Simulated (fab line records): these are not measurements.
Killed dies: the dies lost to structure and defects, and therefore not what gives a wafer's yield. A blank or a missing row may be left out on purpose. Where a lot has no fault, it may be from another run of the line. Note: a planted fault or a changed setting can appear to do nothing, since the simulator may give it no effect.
fab line records	flow n5_finfet	part 1 of 2: steps 1 to 14 of 15
[record] lots = 7	wafers = 21	last_day = 17
route steps=1938 shown BEOL_M15@1819 PASS1_DEP@1831 MIM_BOT@1832 PASSIVATION@1936
lots that met no fault: taken from a fault-free run of the same line
start_h: hours from the record's first day to the start of the lot's first wafer shown	wait_h: how many hours have passed since the lot's step before this one	" as in the row above	L1.1+2: several wafers, shown together as one row	- no value present, or no start provided	* or withheld: withheld	< > ~ a bound
route shown NAME@n: NAME is a module with steps in the file, n the number in the route of the first one	usual: the fault-free wafers' mean and standard deviation	same: alike in all rows	chamber/n: place in a boat	sites: the reading at each site	_std_site: standard deviation across them	_edge_site: the outer-site mean with the inner-site mean subtracted	radius_mm: for every site, how far away it sits from the centre of the wafer	mask NAME#n: copy n	behind: tool/chamber where the wafer was last shaped	hold: reason for holding the lot/hours on hold/outcome of the hold	device: names the non-switching transistor (n, p or np)	end of line: the tests these same wafers got at the end of their route	a step without rows: its recipe alone	killed: dies lost to structure and defects at the first sort, not the wafer's yield	map: a wafer's dies, x killed, . not, _ none there
set.NAME: setting as actually run; set.NAME@STEP: the setting as run at that earlier step	model.NAME: the simulator's own value behind a step, which no gauge read
lots at selected steps of the route; one table per step, one row per wafer
services: from which hour (start_h, from the record's first day; less than 0 if before it) a tool's chamber was out of use, for how many hours, and why
[[steps]]
[step N5_BEOL_M15_SPUTTER_43]
[recipe] material = TaN	target_thk_a = 150	temp_c = 50	bias_v = 168.6	power_w = 15000	chamber_pressure_pa = 0.12	time_s = 24.19
[step N5_BEOL_M15_SPUTTER_44]
[recipe] material = Ta	target_thk_a = 150	temp_c = 50	bias_v = 80	power_w = 15000	chamber_pressure_pa = 0.07	time_s = 24.19
[step N5_BEOL_M15_SPUTTER_45]
[recipe] material = Cu	target_thk_a = 1000	temp_c = -20	bias_v = 60	power_w = 26000	chamber_pressure_pa = 0.13	time_s = 16.67
[usual] chuck_gas_flow_sccm = 1.26/0.054	throttle_valve_pct = 30.3/1
lot.wafer	tool	chamber	start_h	wait_h	chuck_gas_flow_sccm	throttle_valve_pct
L687.3	pvd_sputter-02	-	266.62	0.0	1.31	31.1
L687.5	"	-	"	"	1.27	31.1
L687.6	"	-	"	"	1.32	31.3
L688.2	pvd_sputter-01	-	271.27	0.0	1.32	29.7
L688.3	"	-	"	"	1.30	31.2
L688.5	"	-	"	"	1.25	29.7
L697.2	pvd_sputter-01	-	341.46	0.0	1.19	28.9
L697.3	"	-	"	"	1.22	31.0
L697.4	"	-	"	"	1.30	31.6
L700.1	pvd_sputter-03	-	355.93	0.0	1.28	30.7
L700.4	"	-	"	"	1.15	30.9
L700.6	"	-	"	"	1.26	31.1
L698.2	pvd_sputter-01	-	360.91	0.0	1.23	30.8
L698.5	"	-	"	"	1.25	28.8
L698.6	"	-	"	"	1.24	31.5
L699.2	pvd_sputter-03	-	369.42	0.0	1.28	30.6
L699.3	"	-	"	"	1.21	31.1
L699.6	"	-	"	"	1.27	31.1
L703.1	pvd_sputter-01	-	379.88	0.0	1.26	28.7
L703.2	"	-	"	"	1.20	31.7
L703.5	"	-	"	"	1.22	31.1
[step N5_BEOL_M15_ECD_47]
[recipe] material = Cu	target_thk_a = 18600
[step N5_BEOL_M15_ANNEAL_48]
[recipe] temp_c = 225	time_s = 90	ambient = N2
[usual] wafer_temp_C_max = 226.3/0.41
lot.wafer	tool	chamber	start_h	wait_h	wafer_temp_C_max
L687.3	rtp_anneal-01	0	267.37	0.5	227.0
L687.5	"	0	"	"	227.1
L687.6	"	0	"	"	226.0
L688.2	rtp_anneal-02	0	271.68	0.2	226.2
L688.3	"	0	"	"	226.0
L688.5	"	0	"	"	226.5
L697.2	rtp_anneal-02	0	341.86	0.2	226.2
L697.3	"	0	"	"	226.2
L697.4	"	0	"	"	226.5
L700.1	rtp_anneal-02	0	356.31	0.2	226.0
L700.4	"	0	"	"	225.8
L700.6	"	0	"	"	226.3
L698.2	rtp_anneal-02	0	361.31	0.2	225.7
L698.5	"	0	"	"	225.9
L698.6	"	0	"	"	225.8
L699.2	rtp_anneal-01	0	369.93	0.3	226.6
L699.3	"	0	"	"	227.2
L699.6	"	0	"	"	226.4
L703.1	rtp_anneal-01	0	380.24	0.2	226.7
L703.2	"	0	"	"	226.6
L703.5	"	0	"	"	226.4
[step N5_BEOL_M15_CMP_49]
[recipe] stop_on = SiO2	t_overpolish_s = 4.9	down_force_psi = 2	platen_rpm = 80	clearing_platen_down_force_psi = 2	clearing_platen_rpm = 80	post_cmp_clean = cu_alkaline	target_thk_nm = 850	clearing_platen_pad_velocity_m_s = 1.5917	pad_velocity_m_s = 1.5917
[usual] barrier_field_endpoint_s = 11.34/0.29	motor_current_A = 7.8/0.58	overpolish_run_s = 4.899/0.0081
lot.wafer	tool	chamber	start_h	wait_h	barrier_field_endpoint_s	motor_current_A	overpolish_run_s
L687.3	cmp-01	0	267.59	0.2	11.19	8.2	4.897
L687.5	"	0	"	"	11.17	8.2	4.912
L687.6	"	1	"	"	11.60	7.8	4.912
L688.2	cmp-01	1	271.95	0.2	11.59	7.5	4.902
L688.3	"	3	"	"	11.77	8.2	4.909
L688.5	"	2	"	"	11.80	7.6	4.901
L697.2	cmp-04	3	342.12	0.2	11.10	7.3	4.897
L697.3	"	0	"	"	11.19	7.8	4.903
L697.4	"	1	"	"	11.08	7.9	4.887
L700.4	cmp-02	2	356.61	0.1	11.65	6.5	4.900
L700.1	"	1	"	"	11.49	8.9	4.890
L700.6	"	2	"	"	11.71	6.7	4.898
L698.2	cmp-02	1	361.60	0.2	11.32	8.4	4.892
L698.5	"	0	"	"	11.69	7.5	4.907
L698.6	"	1	"	"	11.42	8.3	4.901
L699.2	cmp-01	3	370.22	0.2	11.40	8.3	4.908
L699.3	"	0	"	"	10.96	8.0	4.898
L699.6	"	2	"	"	11.14	7.7	4.922
L703.1	cmp-01	1	380.54	0.3	10.65	7.7	4.901
L703.2	"	2	"	"	11.23	7.6	4.904
L703.5	"	2	"	"	10.92	7.4	4.903
[step N5_BEOL_M15_THK_MEAS_50]
[recipe] thk_meas_gauge = xrf	reads = Cu_of_BEOL_M15_ECD_47
[usual] M15_THK = 847/16
lot.wafer	tool	chamber	start_h	wait_h	M15_THK[nm]
L687.3	film_metro-02	-	267.89	-	838
L687.5	"	-	"	"	873
L687.6	"	-	"	"	822
L688.2	film_metro-01	-	272.25	-	833
L688.3	"	-	"	"	855
L688.5	"	-	"	"	858
L697.2	film_metro-02	-	342.41	-	849
L697.3	"	-	"	"	865
L697.4	"	-	"	"	846
L700.1	film_metro-01	-	356.91	-	855
L700.4	"	-	"	"	817
L700.6	"	-	"	"	877
L698.2	film_metro-01	-	361.86	-	835
L698.5	"	-	"	"	857
L698.6	"	-	"	"	840
L699.2	film_metro-02	-	370.48	-	864
L699.3	"	-	"	"	870
L699.6	"	-	"	"	850
L703.1	film_metro-02	-	380.83	-	852
L703.2	"	-	"	"	857
L703.5	"	-	"	"	856
[step N5_BEOL_M15_PRE_CLEAN_52]
[recipe] gas = NH3	time_s = 15	temp_c = withheld	rf_power_w = 300
[step N5_BEOL_M15_DEP_53]
[recipe] material = SiCN	target_thk_a = 500	temp_c = withheld	precursor = 3MS/NH3	pressure_torr = 3	rf_w = 675	time_s = 17.8
[usual] showerhead_plenum_p_Torr = 4.183/0.023	showerhead_vpp_V = 1602/89	throttle_valve_pct = 18.2/1.2
lot.wafer	tool	chamber	start_h	wait_h	showerhead_plenum_p_Torr	showerhead_vpp_V	throttle_valve_pct
L687.3	pecvd-04	1	267.95	0.0	4.211	1677	19.3
L687.5	"	2	"	"	4.166	1644	17.8
L687.6	"	1	"	"	4.215	1667	19.2
L688.2	pecvd-01	1	272.31	0.0	4.185	1684	20.7
L688.3	"	2	"	"	4.224	1422	17.0
L688.5	"	1	"	"	4.183	1678	20.8
L697.2	pecvd-01	1	342.47	0.0	4.175	1697	20.6
L697.3	"	0	"	"	4.173	1549	18.0
L697.4	"	1	"	"	4.186	1656	20.5
L700.1	pecvd-01	2	356.97	0.0	4.214	1427	17.0
L700.4	"	1	"	"	4.179	1646	20.7
L700.6	"	2	"	"	4.221	1417	17.1
L698.2	pecvd-03	1	361.93	0.0	4.173	1567	17.7
L698.5	"	2	"	"	4.213	1698	17.6
L698.6	"	1	"	"	4.177	1580	17.4
L699.2	pecvd-04	1	370.54	0.0	4.208	1665	19.1
L699.3	"	0	"	"	4.158	1649	17.7
L699.6	"	1	"	"	4.207	1651	19.3
L703.1	pecvd-04	2	380.89	0.0	4.159	1665	17.7
L703.2	"	1	"	"	4.201	1665	19.0
L703.5	"	1	"	"	4.205	1677	19.3
[step N5_BEOL_M15_RS_MEAS_54]
[recipe] thk_meas_gauge = four-point-probe	reads = Cu_of_BEOL_M15_ECD_47+Ta_of_BEOL_M15_SPUTTER_44+TaN_of_BEOL_M15_SPUTTER_43
[usual] M15_RS = 0.0216/0.00041
lot.wafer	tool	chamber	start_h	wait_h	M15_RS[ohm/sq]
L687.3	film_metro-02	-	268.02	0.1	0.0218
L687.5	"	-	"	"	0.0209
L687.6	"	-	"	"	0.0221
L688.2	film_metro-01	-	272.38	0.1	0.0222
L688.3	"	-	"	"	0.0215
L688.5	"	-	"	"	0.0215
L697.2	film_metro-02	-	342.54	0.1	0.0215
L697.3	"	-	"	"	0.0212
L697.4	"	-	"	"	0.0215
L700.1	film_metro-02	-	357.04	0.0	0.0217
L700.4	"	-	"	"	0.0225
L700.6	"	-	"	"	0.0211
L698.2	film_metro-01	-	362.02	0.1	0.0218
L698.5	"	-	"	"	0.0214
L698.6	"	-	"	"	0.0218
L699.2	film_metro-02	-	370.61	0.1	0.0211
L699.3	"	-	"	"	0.0209
L699.6	"	-	"	"	0.0214
L703.1	film_metro-02	-	380.96	0.0	0.0215
L703.2	"	-	"	"	0.0212
L703.5	"	-	"	"	0.0214
[step N5_BEOL_M15_INSPECT_55]
[recipe] inspect_instrument = darkfield	mode = post_dep
[usual] raw_defect_count = 70/22
lot.wafer	tool	chamber	start_h	wait_h	raw_defect_count
L687.3	defect_inspect-02	-	268.04	0.0	62
L687.5	"	-	"	"	78
L687.6	"	-	"	"	74
L688.2	defect_inspect-02	-	272.57	0.2	63
L688.3	"	-	"	"	116
L688.5	"	-	"	"	63
L697.2	defect_inspect-01	-	342.57	0.0	98
L697.3	"	-	"	"	51
L697.4	"	-	"	"	52
L700.1	defect_inspect-02	-	357.06	0.0	39
L700.4	"	-	"	"	34
L700.6	"	-	"	"	45
L698.2	defect_inspect-01	-	362.04	0.0	60
L698.5	"	-	"	"	69
L698.6	"	-	"	"	83
L699.2	defect_inspect-02	-	370.63	0.0	76
L699.3	"	-	"	"	87
L699.6	"	-	"	"	101
L703.1	defect_inspect-01	-	380.99	0.0	95
L703.2	"	-	"	"	81
L703.5	"	-	"	"	58
[step N5_BEOL_M15_RC_MEAS_101]
[usual] COMB_M10 = 1.4e-11/3e-12	COMB_M11 = 1.4e-11/3.1e-12	COMB_M12 = 6.1e-12/1.4e-12	COMB_M13 = 4.8e-12/1.1e-12	COMB_M14 = 3.6e-12/8.3e-13	COMB_M15 = 2.3e-12/5.8e-13	COMB_M5 = 3.6e-11/7.6e-12	COMB_M6 = 2.5e-11/4.9e-12	COMB_M7 = 2.6e-11/5.6e-12	COMB_M8 = 2.5e-11/5.1e-12	COMB_M9 = 1.5e-11/3.1e-12	SERP_M10 = 3.07/0.097	SERP_M11 = 3.06/0.092	SERP_M12 = 0.643/0.015	SERP_M13 = 0.309/0.0064	SERP_M14 = 0.160/0.0051	SERP_M5 = 39.4/1.6	SERP_M6 = 14.1/0.54	SERP_M7 = 13.8/0.56	SERP_M8 = 14.0/0.61	SERP_M9 = 3.09/0.093
lot.wafer	tool	chamber	start_h	wait_h	COMB_M10[S/m]	COMB_M11[S/m]	COMB_M12[S/m]	COMB_M13[S/m]	COMB_M14[S/m]	COMB_M15[S/m]	COMB_M5[S/m]	COMB_M6[S/m]	COMB_M7[S/m]	COMB_M8[S/m]	COMB_M9[S/m]	SERP_M10[ohm/um]	SERP_M11[ohm/um]	SERP_M12[ohm/um]	SERP_M13[ohm/um]	SERP_M14[ohm/um]	SERP_M5[ohm/um]	SERP_M6[ohm/um]	SERP_M7[ohm/um]	SERP_M8[ohm/um]	SERP_M9[ohm/um]
L687.3	prober-02	0	268.38	0.3	1.4e-11	1.4e-11	4.9e-12	5.3e-12	3.5e-12	1.1e-12	3.7e-11	1.8e-11	2.3e-11	2.2e-11	1.9e-11	3.04	3.10	0.638	0.315	0.157	39.2	14.0	14.4	14.1	3.24
L687.5	"	0	"	"	1.3e-11	1.5e-11	4.3e-12	3.6e-12	1.7e-12	1.7e-12	2.7e-11	2.2e-11	2.4e-11	2.6e-11	2.3e-11	3.00	3.06	0.624	0.320	0.159	40.6	13.3	14.6	13.7	3.30
L687.6	"	0	"	"	1.6e-11	1.4e-11	7.4e-12	3.4e-12	3e-12	1.6e-12	5.7e-11	1.8e-11	1.7e-11	2.3e-11	1.5e-11	3.01	3.13	0.628	0.313	0.155	39.7	13.7	13.8	12.5	2.99
L688.2	prober-02	0	272.75	0.2	1.3e-11	1.3e-11	8.8e-12	5.5e-12	2.9e-12	1.5e-12	3e-11	1.9e-11	3.6e-11	2.3e-11	2e-11	3.04	2.98	0.642	0.309	0.172	39.7	14.0	13.7	14.2	3.03
L688.3	"	0	"	"	1.4e-11	1.3e-11	7.5e-12	6.7e-12	4.7e-12	1.5e-12	3.6e-11	1.8e-11	2.4e-11	3e-11	1.4e-11	3.19	2.93	0.622	0.302	0.159	38.8	13.6	14.9	13.8	3.08
L688.5	"	0	"	"	1.5e-11	9e-12	8.1e-12	6e-12	2.6e-12	1.8e-12	2.5e-11	2e-11	3.4e-11	2e-11	1.2e-11	2.97	2.84	0.628	0.295	0.172	38.0	15.3	14.2	14.8	3.12
L697.2	prober-01	0	342.75	0.2	1.7e-11	1.5e-11	7e-12	4.6e-12	4e-12	3.1e-12	5.7e-11	2.1e-11	2.5e-11	2.5e-11	1.5e-11	3.05	2.93	0.634	0.307	0.159	39.1	14.0	15.0	13.8	3.17
L697.3	"	0	"	"	1.5e-11	1.3e-11	4.4e-12	5.6e-12	4.5e-12	2.3e-12	3.7e-11	2.4e-11	2.4e-11	2.6e-11	1.3e-11	3.26	3.24	0.636	0.308	0.162	41.5	13.9	13.0	14.9	3.07
L697.4	"	0	"	"	2.2e-11	1.1e-11	6.9e-12	5.1e-12	5.4e-12	2.5e-12	3.8e-11	2.1e-11	2.4e-11	2.2e-11	1.9e-11	3.27	3.15	0.653	0.307	0.159	39.5	14.2	13.3	13.8	3.11
L700.1	prober-02	0	357.09	0.0	1.6e-11	1.7e-11	5.4e-12	4.5e-12	3.5e-12	2.1e-12	3.2e-11	2.9e-11	2.9e-11	1.7e-11	1.1e-11	3.25	3.24	0.665	0.303	0.175	37.8	14.5	13.1	13.7	3.12
L700.4	"	0	"	"	1.1e-11	1.9e-11	7.2e-12	5.2e-12	3.5e-12	1.6e-12	2.6e-11	2.1e-11	3e-11	2.7e-11	1.5e-11	3.24	3.06	0.640	0.308	0.159	38.4	14.1	13.7	14.7	2.96
L700.6	"	0	"	"	1.3e-11	1.6e-11	4.6e-12	4.4e-12	4.1e-12	1.6e-12	3.3e-11	3.6e-11	3e-11	2.3e-11	2.3e-11	2.97	3.16	0.669	0.305	0.162	38.0	13.4	15.0	14.7	3.11
L698.2	prober-01	0	362.22	0.2	1.3e-11	1e-11	4.3e-12	4.3e-12	3.9e-12	2e-12	4.2e-11	3e-11	2.7e-11	2e-11	1.1e-11	3.30	3.11	0.650	0.315	0.156	39.5	13.6	13.3	13.8	3.08
L698.5	"	0	"	"	2e-11	1.3e-11	5.3e-12	5.9e-12	4.7e-12	2.6e-12	3.7e-11	2e-11	2.6e-11	2.2e-11	1.6e-11	3.24	3.14	0.667	0.310	0.171	36.1	14.2	14.4	14.1	3.12
L698.6	"	0	"	"	2.4e-11	1.1e-11	6e-12	5.5e-12	4.6e-12	2.7e-12	4.4e-11	1.7e-11	2.2e-11	2.5e-11	1.8e-11	3.02	3.22	0.635	0.308	0.158	37.8	13.7	14.2	14.0	3.03
L699.2	prober-02	0	370.81	0.2	1.5e-11	2e-11	6.5e-12	2.5e-12	3.6e-12	2.5e-12	2.5e-11	2.7e-11	1.6e-11	3.1e-11	9e-12	3.18	3.07	0.621	0.304	0.159	36.8	13.5	13.5	14.1	2.93
L699.3	"	0	"	"	1.5e-11	1.4e-11	5.1e-12	4e-12	3.7e-12	2.6e-12	3.2e-11	2.6e-11	2.3e-11	3.1e-11	1.1e-11	3.11	3.10	0.651	0.317	0.155	42.3	14.2	13.8	15.5	3.16
L699.6	"	0	"	"	1.4e-11	1.8e-11	3.8e-12	3.7e-12	3.6e-12	1.9e-12	3e-11	2.9e-11	2.6e-11	2.9e-11	1.6e-11	3.17	3.01	0.642	0.311	0.159	38.4	14.8	13.8	13.4	2.98
L703.1	prober-01	0	381.01	0.0	9e-12	1e-11	8.3e-12	8.7e-12	4.4e-12	2.4e-12	3.3e-11	2.7e-11	2.4e-11	1.7e-11	1.4e-11	3.00	3.05	0.622	0.310	0.154	39.6	13.8	13.8	13.5	3.09
L703.2	"	0	"	"	1.5e-11	1.2e-11	5.8e-12	4.4e-12	3.8e-12	2.7e-12	3.4e-11	3.4e-11	1.9e-11	2.4e-11	1.7e-11	3.02	2.98	0.656	0.304	0.167	42.6	13.9	13.8	13.5	3.13
L703.5	"	0	"	"	1.6e-11	1.4e-11	5e-12	5.5e-12	4.6e-12	1.8e-12	5.3e-11	3.3e-11	4e-11	2.7e-11	1.4e-11	3.03	3.05	0.630	0.308	0.159	42.4	14.4	13.6	13.2	2.89
[step N5_PASSIVATION_PECVD_00]
[recipe] material = SiO2	target_thk_a = 2000	temp_c = 400	precursor = SiH4/N2O	pressure_torr = 2.7	rf_w = 608	time_s = 11.2
[usual] chamber_pressure_Torr = 2.700/0.0058	heater_power_outer_w = 404/70	heater_power_w = 686/92	showerhead_plenum_p_Torr = 8.23/0.12	showerhead_vpp_V = 1556/64	throttle_valve_pct = 50.9/1.7
lot.wafer	tool	chamber	start_h	wait_h	chamber_pressure_Torr	heater_power_outer_w	heater_power_w	showerhead_plenum_p_Torr	showerhead_vpp_V	throttle_valve_pct
L687.3	pecvd-04	2	269.03	0.5	2.705	471	786	8.18	1564	50.4
L687.5	"	0	"	"	2.708	377	673	8.17	1583	50.4
L687.6	"	2	"	"	2.699	474	793	8.19	1576	50.4
L688.2	pecvd-02	1	273.55	0.7	2.696	291	460	8.04	1572	49.9
L688.3	"	0	"	"	2.702	527	746	8.02	1400	50.8
L688.5	"	0	"	"	2.699	517	723	8.03	1400	50.7
L697.2	pecvd-04	0	343.56	0.7	-	-	-	-	-	-
L697.3	"	2	"	"	-	-	-	-	-	-
L697.4	"	1	"	"	-	-	-	-	-	-
L700.1	pecvd-02	0	358.05	0.8	2.697	500	683	8.01	1385	51.3
L700.4	"	0	"	"	2.704	491	715	8.04	1413	51.1
L700.6	"	2	"	"	2.699	309	622	8.07	1636	49.8
L698.2	pecvd-04	0	363.03	0.7	-	-	-	-	-	-
L698.5	"	2	"	"	-	-	-	-	-	-
L698.6	"	0	"	"	-	-	-	-	-	-
L699.2	pecvd-04	2	371.62	0.7	-	-	-	-	-	-
L699.3	"	0	"	"	-	-	-	-	-	-
L699.6	"	2	"	"	-	-	-	-	-	-
L703.1	pecvd-04	0	381.97	0.8	2.704	373	650	8.21	1561	50.3
L703.2	"	2	"	"	2.689	453	763	8.18	1590	50.8
L703.5	"	1	"	"	2.704	482	741	8.37	1554	55.1
[step N5_MIM_BOT_DEGAS_01]
[recipe] ambient = vacuum	temp_c = 300	time_s = 60
[usual] heater_power_w = 474/39
lot.wafer	tool	chamber	start_h	wait_h	heater_power_w
L687.3	pvd_sputter-02	-	269.50	0.5	476
L687.5	"	-	"	"	474
L687.6	"	-	"	"	572
L688.2	pvd_sputter-02	-	276.53	3.0	470
L688.3	"	-	"	"	472
L688.5	"	-	"	"	504
L697.2	pvd_sputter-02	-	344.68	1.1	455
L697.3	"	-	"	"	514
L697.4	"	-	"	"	573
L700.1	pvd_sputter-02	-	359.95	1.9	499
L700.4	"	-	"	"	573
L700.6	"	-	"	"	478
L698.2	pvd_sputter-03	-	363.44	0.4	462
L698.5	"	-	"	"	495
L698.6	"	-	"	"	452
L699.2	pvd_sputter-02	-	373.29	1.6	515
L699.3	"	-	"	"	580
L699.6	"	-	"	"	472
L703.1	pvd_sputter-01	-	382.43	0.4	468
L703.2	"	-	"	"	460
L703.5	"	-	"	"	423
[[key]]
[first_sign] step = N5_PASSIVATION_PECVD_00	reading = tool_record	direction = missing
effect none on later readings
met_at N5_PASSIVATION_PECVD_00
struck_wafers L697.2,L697.3,L697.4,L698.2,L698.5,L698.6,L699.2,L699.3,L699.6
onset_between 269.03 343.56
[fault] kind = skipped_step_whole	tool = pecvd-04	chamber = -	onset_h = 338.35	steps = N5_PASSIVATION_PECVD_00	scope = struck_lots_only
